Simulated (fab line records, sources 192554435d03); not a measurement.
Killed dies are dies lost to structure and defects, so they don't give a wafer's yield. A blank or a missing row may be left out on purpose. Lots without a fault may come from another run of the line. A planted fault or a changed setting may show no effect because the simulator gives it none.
fab line records | flow n5_finfet | part 1 of 2: steps 1 to 23 of 29
record lots=5 wafers=15 last_day=19
route steps=1938 shown BEOL_M5@1128
lots that met no fault: from a run of the same line without faults
start_h: hours from the record's first day to the start of the lot's first wafer shown | wait_h: hours since the lot's step before | " the same as in the row above | L1.1+2: a row that stands for several wafers | - no value, or no start given | * or withheld: withheld | < > ~ a bound
route shown NAME@n: a module of which the file shows steps, and the number in the route of the first | usual: mean/standard deviation of fault-free wafers | same: alike in all rows | chamber/n: place in a boat | sites: the reading at each site | _std_site: their standard deviation | _edge_site: outer sites' mean less inner sites' | radius_mm: how far each site lies from the wafer's centre | mask NAME#n: copy n | behind: the tool/chamber that last shaped the wafer | hold: why the lot was held/for how many hours/how that ended | device: the transistor (n, p or np) that didn't switch | end of line: the same wafers' tests at the end of the route | a step without rows: its recipe alone | killed: dies lost to structure and defects at the first sort, not the wafer's yield | map: a wafer's dies, x killed, . not, _ none there
set.NAME: the setting as run; set.NAME@STEP: as run at that earlier step | model.NAME: the simulator's own value behind a step, which no gauge read
lots at some steps of the route; a table a step, a row a wafer
services: from which hour (start_h, from the record's first day; less than 0 if before it) a tool's chamber was out of use, for how many hours, and why
## steps
# step N5_BEOL_M5_INSPECT_13
# recipe mode=adi inspect_instrument=brightfield
# usual raw_defect_count=380/84
# columns lot.wafer tool chamber start_h wait_h raw_defect_count
L074.1 defect_inspect-02 - 189.03 0.1 581
L074.4 " - " " 483
L074.5 " - " " 494
L082.1 defect_inspect-02 - 233.67 0.1 294
L082.2 " - " " 373
L082.3 " - " " 351
L087.3 defect_inspect-01 - 286.07 0.0 351
L087.4 " - " " 432
L087.5 " - " " 359
L089.1 defect_inspect-02 - 294.67 0.1 362
L089.3 " - " " 305
L089.6 " - " " 259
L095.2 defect_inspect-01 - 333.87 0.0 506
L095.3 " - " " 467
L095.6 " - " " 448
# step N5_BEOL_M5_DESCUM_16
# recipe chemistry=O2 time_s=7 source_power_w=50 bias_power_w=20 pressure_mtorr=20 rf_frequency_hz=2.712e+07 temp_c=40 resist=CAR-EUV o2_flow_sccm=225
# usual drypump_motor_current_A=5.6/0.34 oes_product_au=0.77/0.076 rf_vpp_V=243.5/1.5 showerhead_plenum_p_Torr=2.11/0.075 throttle_valve_pct=20.63/0.22
# columns lot.wafer tool chamber start_h wait_h drypump_motor_current_A oes_product_au rf_hours_counter_h rf_vpp_V showerhead_plenum_p_Torr throttle_valve_pct
L074.1 rie_diel-01 1 189.06 0.0 6.0 0.74 184 242.6 2.08 20.68
L074.4 " 2 " " 5.5 0.72 168 245.8 2.16 20.75
L074.5 " 1 " " 6.0 0.74 - 242.6 2.08 20.66
L082.1 rie_diel-03 3 233.75 0.1 5.5 0.72 213 243.4 2.09 20.95
L082.2 " 2 " " 5.3 0.74 162 242.8 2.09 20.82
L082.3 " 0 " " 5.4 0.74 192 242.9 2.10 20.63
L087.3 rie_diel-01 1 286.17 0.1 6.1 0.72 213 243.0 2.07 20.72
L087.4 " 0 " " 5.8 0.70 219 242.6 2.09 20.82
L087.5 " 2 " " 5.5 0.71 - 244.7 2.15 20.79
L089.1 rie_diel-02 2 294.81 0.1 5.6 0.68 224 242.7 2.04 20.64
L089.3 " 3 " " 5.0 0.90 47 246.5 2.24 20.64
L089.6 " 0 " " 5.8 0.83 - 242.2 2.04 20.12
L095.2 rie_diel-02 3 335.51 1.6 5.0 0.88 61 244.6 2.23 20.67
L095.3 " 0 " " 5.8 0.81 94 242.1 2.04 20.13
L095.6 " 0 " " 5.8 0.82 - 242.9 2.04 20.13
# step N5_BEOL_M5_ETCH_72
# recipe chemistry=N2/H2 target=underlayer target_depth_a=65 mask_material=CAR-EUV time_s=5.2 ion_energy_ev=200 pressure_mtorr=30 source_w=840 bias_w=150 n2_flow_sccm=200 h2_flow_sccm=200 ends=cleared
# usual drypump_motor_current_A=5.6/0.34 etch_rf_on_time_s=5.19/0.12 oes_product_au=0.65/0.068 rf_vpp_V=524.6/2.5 showerhead_plenum_p_Torr=2.56/0.085 throttle_valve_pct=18.06/0.22
# columns lot.wafer tool chamber start_h wait_h drypump_motor_current_A etch_rf_on_time_s oes_product_au rf_hours_counter_h rf_vpp_V showerhead_plenum_p_Torr throttle_valve_pct
L074.1 rie_diel-01 1 189.10 0.0 6.0 5.33 0.63 184 523.7 2.53 18.21
L074.4 " 2 " " 5.5 5.21 0.63 168 528.0 2.65 18.22
L074.5 " 1 " " 6.1 5.30 0.62 - 522.3 2.53 18.23
L082.1 rie_diel-03 3 233.78 0.0 5.5 5.29 0.61 213 522.6 2.51 18.27
L082.2 " 2 " " 5.3 5.18 0.64 162 525.0 2.52 18.05
L082.3 " 0 " " 5.4 5.19 0.63 192 524.9 2.54 18.15
L087.3 rie_diel-01 1 286.20 0.0 6.0 5.18 0.61 213 523.7 2.52 18.27
L087.4 " 0 " " 5.8 5.15 0.59 219 522.7 2.53 18.22
L087.5 " 2 " " 5.5 5.13 0.61 - 525.2 2.63 18.28
L089.1 rie_diel-02 2 294.84 0.0 5.7 5.12 0.60 224 523.2 2.51 18.17
L089.3 " 3 " " 5.0 5.11 0.77 47 529.4 2.69 17.86
L089.6 " 0 " " 5.8 5.17 0.70 - 520.9 2.48 17.56
L095.2 rie_diel-02 3 335.54 0.0 5.0 5.09 0.75 61 528.9 2.68 17.93
L095.3 " 0 " " 5.8 5.21 0.68 94 524.3 2.47 17.62
L095.6 " 0 " " 5.8 5.24 0.69 - 522.8 2.47 17.57
# step N5_BEOL_M5_ETCH_61
# recipe chemistry=CF4 target=SiARC target_depth_a=156 mask_material=CAR-EUV time_s=26 ion_energy_ev=80 pressure_mtorr=40 source_w=545 bias_w=36 Ar_flow_sccm=100 cf4_flow_sccm=100 ends=cleared
# usual drypump_motor_current_A=5.6/0.34 etch_rf_on_time_s=25.9/0.58 oes_product_au=0.65/0.065 rf_vpp_V=184.3/1.2 showerhead_plenum_p_Torr=2.16/0.068 throttle_valve_pct=15.81/0.21
# columns lot.wafer tool chamber start_h wait_h drypump_motor_current_A etch_rf_on_time_s oes_product_au rf_hours_counter_h rf_vpp_V showerhead_plenum_p_Torr throttle_valve_pct
L074.1 rie_diel-01 1 189.11 0.0 6.1 26.2 0.63 184 183.8 2.13 15.84
L074.4 " 2 " " 5.5 25.5 0.63 168 185.7 2.21 16.00
L074.5 " 1 " " 6.1 26.1 0.63 - 184.4 2.13 15.87
L082.1 rie_diel-03 3 233.80 0.0 5.5 26.4 0.62 213 183.8 2.13 16.04
L082.2 " 2 " " 5.3 26.0 0.63 162 183.8 2.13 15.94
L082.3 " 0 " " 5.4 25.9 0.62 192 184.1 2.13 15.72
L087.3 rie_diel-01 1 286.22 0.0 6.1 26.3 0.61 213 183.6 2.12 15.90
L087.4 " 0 " " 5.8 26.4 0.59 219 183.8 2.13 15.93
L087.5 " 2 " " 5.5 25.9 0.61 - 184.6 2.20 16.04
L089.1 rie_diel-02 2 294.86 0.0 5.6 25.2 0.60 224 182.7 2.13 16.04
L089.3 " 3 " " 5.0 25.6 0.76 47 186.4 2.28 15.73
L089.6 " 0 " " 5.8 26.1 0.70 - 183.4 2.09 15.34
L095.2 rie_diel-02 3 335.56 0.0 5.0 25.3 0.76 61 185.3 2.27 15.75
L095.3 " 0 " " 5.8 26.0 0.69 94 184.1 2.09 15.36
L095.6 " 0 " " 5.8 25.9 0.69 - 183.5 2.09 15.37
# step N5_BEOL_M5_ETCH_62
# recipe chemistry=N2/H2 target=SOC target_depth_a=750 overetch_a=150 mask_material=SiARC temp_c=40 time_s=112.5 ion_energy_ev=200 pressure_mtorr=30 source_w=840 bias_w=150 n2_flow_sccm=200 h2_flow_sccm=200
# usual drypump_motor_current_A=5.6/0.34 oes_product_au=0.60/0.058 rf_vpp_V=524.5/2.5 showerhead_plenum_p_Torr=2.56/0.085 throttle_valve_pct=18.03/0.22
# columns lot.wafer tool chamber start_h wait_h drypump_motor_current_A oes_product_au rf_hours_counter_h rf_vpp_V showerhead_plenum_p_Torr throttle_valve_pct
L074.1 rie_diel-01 1 189.14 0.0 6.1 0.58 184 523.3 2.53 18.19
L074.4 " 2 " " 5.5 0.59 168 527.8 2.65 18.17
L074.5 " 1 " " 6.1 0.59 - 523.4 2.53 18.18
L082.1 rie_diel-03 3 233.82 0.0 5.5 0.58 213 523.8 2.51 18.24
L082.2 " 2 " " 5.4 0.58 162 523.6 2.52 18.02
L082.3 " 0 " " 5.4 0.58 192 523.7 2.54 18.09
L087.3 rie_diel-01 1 286.25 0.0 6.1 0.57 213 525.6 2.52 18.23
L087.4 " 0 " " 5.7 0.55 219 523.6 2.53 18.17
L087.5 " 2 " " 5.5 0.57 - 527.4 2.63 18.23
L089.1 rie_diel-02 2 294.89 0.0 5.7 0.55 224 524.4 2.51 18.19
L089.3 " 3 " " 5.0 0.70 47 529.1 2.69 17.85
L089.6 " 0 " " 5.8 0.65 - 523.6 2.48 17.53
L095.2 rie_diel-02 3 335.59 0.0 5.0 0.68 61 527.7 2.68 17.86
L095.3 " 0 " " 5.8 0.64 94 520.9 2.47 17.56
L095.6 " 0 " " 5.8 0.64 - 522.0 2.47 17.55
# step N5_BEOL_M5_STRIP_63
# recipe chemistry=N2/H2 temp_c=40 n2_flow_sccm=200 h2_flow_sccm=200 rf_frequency_hz=6e+07
# columns lot.wafer tool chamber start_h wait_h
L074.1+4+5 rie_diel-01 1,2,1 189.25 0.1
L082.1+2+3 rie_diel-03 3,2,0 233.93 0.1
L087.3+4+5 rie_diel-01 1,0,2 286.35 0.1
L089.1+3+6 rie_diel-02 2,3,0 294.99 0.1
L095.2+3+6 rie_diel-02 3,0,0 335.69 0.1
# step N5_BEOL_M5_STRIP_73
# recipe chemistry=N2/H2 temp_c=40 n2_flow_sccm=200 h2_flow_sccm=200 rf_frequency_hz=6e+07
# columns lot.wafer tool chamber start_h wait_h
L074.1+4+5 rie_diel-01 1,2,1 189.26 0.0
L082.1+2+3 rie_diel-03 3,2,0 233.94 0.0
L087.3+4+5 rie_diel-01 1,0,2 286.36 0.0
L089.1+3+6 rie_diel-02 2,3,0 295.00 0.0
L095.2+3+6 rie_diel-02 3,0,0 335.70 0.0
# step N5_BEOL_M5_STRIP_64
# recipe chemistry=CF4 resist=SiARC power_w=300 bias_power_w=75 pressure_mtorr=50 cf4_flow_sccm=150 rf_frequency_hz=6e+07
# usual drypump_motor_current_A=5.6/0.34 oes_product_au=0.75/0.071 rf_vpp_V=271.5/1.5 showerhead_plenum_p_Torr=1.81/0.055 throttle_valve_pct=13.78/0.22
# columns lot.wafer tool chamber start_h wait_h drypump_motor_current_A oes_product_au rf_hours_counter_h rf_vpp_V showerhead_plenum_p_Torr throttle_valve_pct
L074.1 rie_diel-01 1 189.27 0.0 6.0 0.74 184 271.5 1.78 13.82
L074.4 " 2 " " 5.5 0.73 168 272.3 1.86 14.02
L074.5 " 1 " " 6.0 0.74 - 270.9 1.78 13.81
L082.1 rie_diel-03 3 233.95 0.0 5.5 0.72 213 271.1 1.78 14.03
L082.2 " 2 " " 5.3 0.73 162 271.8 1.79 13.91
L082.3 " 0 " " 5.4 0.72 192 271.0 1.78 13.68
L087.3 rie_diel-01 1 286.37 0.0 6.1 0.72 213 270.6 1.77 13.90
L087.4 " 0 " " 5.7 0.70 219 270.6 1.78 13.92
L087.5 " 2 " " 5.5 0.71 - 272.6 1.86 14.09
L089.1 rie_diel-02 2 295.01 0.0 5.6 0.68 224 271.0 1.78 14.02
L089.3 " 3 " " 5.0 0.88 47 272.6 1.90 13.64
L089.6 " 0 " " 5.8 0.82 - 270.6 1.76 13.35
L095.2 rie_diel-02 3 335.71 0.0 5.0 0.86 61 272.4 1.90 13.69
L095.3 " 0 " " 5.7 0.80 94 270.3 1.76 13.39
L095.6 " 0 " " 5.7 0.79 - 270.3 1.76 13.38
# step N5_BEOL_M5_HM_OPEN_17
# recipe chemistry=Cl2/BCl3 target_depth_a=200 overetch_a=60 target=TiN mask_material=SOC ion_energy_ev=150 pressure_mtorr=10 icp_w=1000 bias_w=126 Cl2_flow_sccm=53.25 bcl3_flow_sccm=21.75 Ar_flow_sccm=25
# usual drypump_motor_current_A=5.7/0.46 mfc_cl2_sccm=53.26/0.16 oes_ar_750_au=0.78/0.09 oes_product_au=0.66/0.079 throttle_valve_pct=22.07/0.22
# columns lot.wafer tool chamber start_h wait_h drypump_motor_current_A mfc_cl2_sccm oes_ar_750_au oes_product_au rf_hours_counter_h throttle_valve_pct
L074.1 rie_metal-01 1 189.31 0.0 4.9 53.22 0.65 0.54 115 22.37
L074.4 " 1 " " 4.9 53.11 0.65 0.54 - 22.39
L074.5 " 0 " " 6.1 53.28 0.64 0.52 - 22.27
L082.1 rie_metal-01 0 233.99 0.0 6.1 53.05 0.64 0.51 118 22.31
L082.2 " 1 " " 4.9 53.28 0.64 0.53 118 22.42
L082.3 " 1 " " 4.9 53.37 0.64 0.53 - 22.41
L087.3 rie_metal-02 0 286.45 0.1 5.4 53.04 0.82 0.70 - 22.17
L087.4 " 1 " " 5.8 53.22 0.77 0.65 - 21.79
L087.5 " 0 " " 5.4 53.32 0.82 0.70 - 22.16
L089.1 rie_metal-03 1 295.06 0.0 5.5 53.15 0.86 0.72 22 21.94
L089.3 " 0 " " 6.4 53.40 0.77 0.68 - 22.26
L089.6 " 0 " " 6.4 53.43 0.77 0.68 - 22.26
L095.2 rie_metal-03 0 336.03 0.3 6.4 53.25 0.76 0.67 36 22.25
L095.3 " 0 " " 6.4 53.18 0.76 0.68 - 22.23
L095.6 " 1 " " 5.5 53.44 0.85 0.72 - 21.92
# step N5_BEOL_M5_STRIP_19
# recipe chemistry=O2 power_w=400 temp_c=40 pressure_mtorr=30 rf_frequency_hz=6e+07 bias_power_w=0 overash_fraction=0.2 o2_flow_sccm=225
# usual drypump_motor_current_A=5.7/0.34 oes_product_au=0.75/0.069 rf_vpp_V=3.6/0.47 showerhead_plenum_p_Torr=2.11/0.068 throttle_valve_pct=16.91/0.2
# columns lot.wafer tool chamber start_h wait_h drypump_motor_current_A oes_product_au rf_hours_counter_h rf_vpp_V showerhead_plenum_p_Torr throttle_valve_pct
L074.1 rie_diel-02 0 189.42 0.1 5.8 0.84 55 3.8 2.05 16.34
L074.4 " 3 " " 5.0 0.94 21 2.9 2.25 16.78
L074.5 " 2 " " 5.6 0.71 - 3.3 2.06 16.88
L082.1 rie_diel-01 1 234.10 0.1 6.0 0.73 194 3.1 2.08 16.95
L082.2 " 2 " " 5.5 0.72 179 3.4 2.16 17.05
L082.3 " 3 " " 6.5 0.72 196 3.8 1.98 16.74
L087.3 rie_diel-03 2 286.54 0.1 5.3 0.73 173 3.8 2.09 17.04
L087.4 " 3 " " 5.5 0.72 225 3.9 2.09 17.20
L087.5 " 3 " " 5.5 0.72 - 3.9 2.09 17.20
L089.1 rie_diel-01 0 295.17 0.1 5.7 0.69 222 3.6 2.09 17.05
L089.3 " 2 " " 5.5 0.71 200 3.6 2.16 17.07
L089.6 " 0 " " 5.7 0.70 - 3.0 2.09 17.05
L095.2 rie_diel-02 0 336.35 0.3 5.8 0.80 95 2.4 2.04 16.43
L095.3 " 2 " " 5.7 0.68 239 2.7 2.04 16.96
L095.6 " 1 " " 5.6 0.70 - 3.4 2.16 16.99
# step N5_BEOL_M5_CD_MEAS_18
# recipe pitch_nm=56 target_cd_nm=28
# usual cd_nm=28.1/0.32
# columns lot.wafer tool chamber start_h wait_h cd_nm
L074.1 cd_sem-02 - 189.49 0.0 28.0
L074.4 " - " " 28.5
L074.5 " - " " 27.9
L082.1 cd_sem-03 - 234.18 0.1 28.1
L082.2 " - " " 28.3
L082.3 " - " " 28.1
L087.3 cd_sem-03 - 286.61 0.1 27.5
L087.4 " - " " 27.7
L087.5 " - " " 27.8
L089.1 cd_sem-03 - 295.24 0.0 28.6
L089.3 " - " " 28.4
L089.6 " - " " 28.2
L095.2 cd_sem-03 - 336.42 0.1 28.2
L095.3 " - " " 28.5
L095.6 " - " " 27.8
# step N5_BEOL_M5_COAT_65
# recipe resist=SOC temp_c=250 time_s=60 spin_rpm=1500 resist_thk_nm=60
# columns lot.wafer tool chamber start_h wait_h
L074.1+4+5 litho_track-04 0 190.44 0.9
L082.1+2+3 litho_track-04 0 235.53 1.3
L087.3+4+5 litho_track-04 0 287.54 0.9
L089.1+3+6 litho_track-02 0 295.94 0.7
L095.2+3+6 litho_track-01 0 338.80 2.4
# step N5_BEOL_M5_COAT_66
# recipe resist=SiARC temp_c=220 time_s=60 spin_rpm=1500 resist_thk_nm=12
# columns lot.wafer tool chamber start_h wait_h
L074.1+4+5 litho_track-04 0 - -
L082.1+2+3 litho_track-04 0 - -
L087.3+4+5 litho_track-04 0 - -
L089.1+3+6 litho_track-02 0 - -
L095.2+3+6 litho_track-01 0 - -
# step N5_BEOL_M5_COAT_74
# recipe resist=underlayer temp_c=205 time_s=60 spin_rpm=1500 resist_thk_nm=5
# columns lot.wafer tool chamber start_h wait_h
L074.1+4+5 litho_track-04 0 - -
L082.1+2+3 litho_track-04 0 - -
L087.3+4+5 litho_track-04 0 - -
L089.1+3+6 litho_track-02 0 - -
L095.2+3+6 litho_track-01 0 - -
# step N5_BEOL_M5_COAT_22
# recipe resist=CAR-EUV spin_rpm=1500 resist_thk_nm=30
# columns lot.wafer tool chamber start_h wait_h
L074.1+4+5 litho_track-04 0 - -
L082.1+2+3 litho_track-04 0 - -
L087.3+4+5 litho_track-04 0 - -
L089.1+3+6 litho_track-02 0 - -
L095.2+3+6 litho_track-01 0 - -
# step N5_BEOL_M5_EBR_24
# recipe solvent=PGMEA ebr_width_mm=1.5
# columns lot.wafer tool chamber start_h wait_h
L074.1+4+5 litho_track-04 0 - -
L082.1+2+3 litho_track-04 0 - -
L087.3+4+5 litho_track-04 0 - -
L089.1+3+6 litho_track-02 0 - -
L095.2+3+6 litho_track-01 0 - -
# step N5_BEOL_M5_SOFTBAKE_23
# recipe temp_c=110 time_s=60 resist=CAR-EUV
# columns lot.wafer tool chamber start_h wait_h
L074.1+4+5 litho_track-04 0 - -
L082.1+2+3 litho_track-04 0 - -
L087.3+4+5 litho_track-04 0 - -
L089.1+3+6 litho_track-02 0 - -
L095.2+3+6 litho_track-01 0 - -
# step N5_BEOL_M5_EXPOSE_25
# recipe mask_id=V4 na=0.33 source_shape=quasar sigma_inner=0.2 sigma_outer=0.6 polarization=unpolarized defocus_nm=10 dose_mj=52.75
# columns lot.wafer tool chamber start_h wait_h mask
L074.1+4+5 euv_scanner-02 0 190.73 - V4#0
L082.1+2+3 euv_scanner-01 0 235.66 - V4#0
L087.3+4+5 euv_scanner-01 0 287.75 - V4#0
L089.1+3+6 euv_scanner-01 0 296.21 - V4#0
L095.2+3+6 euv_scanner-01 0 338.98 - V4#0
# step N5_BEOL_M5_PEB_26
# recipe peb_temp_c=100 peb_time_s=60 resist=CAR-EUV
# columns lot.wafer tool chamber start_h wait_h
L074.1+4+5 litho_track-04 0 190.80 0.1
L082.1+2+3 litho_track-02 0 235.73 0.1
L087.3+4+5 litho_track-02 0 287.80 0.0
L089.1+3+6 litho_track-02 0 296.28 0.1
L095.2+3+6 litho_track-02 0 339.05 0.1
# step N5_BEOL_M5_DEVELOP_27
# recipe develop_time_s=30 developer=TMAH resist=CAR-EUV rinse_liquid=surfactant_rinse dry=air_spin dev_temp_c=23
# columns lot.wafer tool chamber start_h wait_h
L074.1+4+5 litho_track-04 0 - -
L082.1+2+3 litho_track-02 0 - -
L087.3+4+5 litho_track-02 0 - -
L089.1+3+6 litho_track-02 0 - -
L095.2+3+6 litho_track-02 0 - -
# step N5_BEOL_M5_CD_MEAS_28
# recipe target_cd_nm=30.6 landing_energy_ev=500 detector=se_inlens target_cd_y_nm=20 polarity=opening
# usual cd_nm=30.60/0.21
# columns lot.wafer tool chamber start_h wait_h cd_nm
L074.1 cd_sem-02 0 190.87 - 30.71
L074.4 " 0 " " 30.55
L074.5 " 0 " " 30.69
L082.1 cd_sem-02 0 235.80 - 30.84
L082.2 " 0 " " 30.76
L082.3 " 0 " " 30.51
L087.3 cd_sem-02 0 287.87 - 30.68
L087.4 " 0 " " 30.30
L087.5 " 0 " " 30.09
L089.1 cd_sem-03 0 296.34 - 30.44
L089.3 " 0 " " 30.71
L089.6 " 0 " " 30.52
L095.2 cd_sem-01 0 339.12 - 30.47
L095.3 " 0 " " 30.61
L095.6 " 0 " " 30.21
# step N5_BEOL_M5_OVL_MEAS_29
# recipe points_per_wafer=522
# usual V4_OVL=0.2/0.68
# columns lot.wafer tool chamber start_h wait_h V4_OVL[nm]
L074.1 overlay-02 0 190.90 0.0 -0.5
L074.4 " 0 " " -0.8
L074.5 " 0 " " -1.5
L082.1 overlay-01 0 235.83 0.0 -0.5
L082.2 " 0 " " 0.3
L082.3 " 0 " " -0.8
L087.3 overlay-02 0 287.91 0.0 -0.6
L087.4 " 0 " " -1.1
L087.5 " 0 " " -0.3
L089.1 overlay-02 0 296.37 0.0 0.1
L089.3 " 0 " " 0.2
L089.6 " 0 " " 0.6
L095.2 overlay-01 0 339.15 0.0 0.5
L095.3 " 0 " " -0.2
L095.6 " 0 " " -0.2
# step N5_BEOL_M5_INSPECT_30
# recipe mode=adi inspect_instrument=brightfield
# usual raw_defect_count=388/90
# columns lot.wafer tool chamber start_h wait_h raw_defect_count
L074.1 defect_inspect-01 - 190.96 0.1 631
L074.4 " - " " 509
L074.5 " - " " 523
L082.1 defect_inspect-02 - 235.89 0.1 291
L082.2 " - " " 386
L082.3 " - " " 388
L087.3 defect_inspect-01 - 287.96 0.0 369
L087.4 " - " " 409
L087.5 " - " " 383
L089.1 defect_inspect-02 - 296.43 0.1 378
L089.3 " - " " 313
L089.6 " - " " 253
L095.2 defect_inspect-01 - 339.20 0.0 498
L095.3 " - " " 483
L095.6 " - " " 447
